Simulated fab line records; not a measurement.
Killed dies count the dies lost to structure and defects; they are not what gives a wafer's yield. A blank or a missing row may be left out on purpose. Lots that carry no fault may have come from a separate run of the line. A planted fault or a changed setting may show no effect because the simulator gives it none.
Chamber matching    flow n5_finfet    N5_BEOL_M8_VIA_ETCH_34 on rie_diel-02 has 4 sister chambers
The step etches SiCOH lowk in C4F6/O2, target depth 125.5 nm, time 50.5 s. 4 wafers are shown with their chamber, then 8 later ones without.

== WAFERS PAIRED WITH THEIR CHAMBERS ==
wafer   chamber  showerhead_plenum_p_Torr (Torr)
L077.6  1        2.87
L081.3  0        2.70
L081.6  3        2.89
L085.3  2        2.96

== WAFERS MISSING THEIR CHAMBER ==
wafer   showerhead_plenum_p_Torr (Torr)
L085.5  2.70
L085.6  2.86
L090.1  2.88
L090.3  2.95
L090.5  2.88
L096.1  2.85
L096.4  2.94
L096.5  2.85

== EACH ONE'S CHAMBER ==
wafer   from the rows above      in truth
L085.5  0                        0
L085.6  can't be placed: 1 or 3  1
L090.1  can't be placed: 1 or 3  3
L090.3  2                        2
L090.5  can't be placed: 1 or 3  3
L096.1  can't be placed: 1 or 3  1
L096.4  2                        2
L096.5  can't be placed: 1 or 3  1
Correctly placed: 3 of 8. Unplaceable from these rows: 5, with the true chamber sitting among the candidates in 5. Placed wrongly: 0.
How it was worked out, from the rows above alone: a wafer's distance from a chamber is the root of the sum, over the readings, of the square of ((its reading less the chamber's mean) divided by the reading's scatter). The wafer belongs to the nearest chamber; if the next one is less than 2 further off, it can't be placed. The mean given for a chamber averages the wafers shown for that chamber. The scatter: root of mean squared gap, hidden wafer to nearest shown wafer, with one shown wafer a chamber.
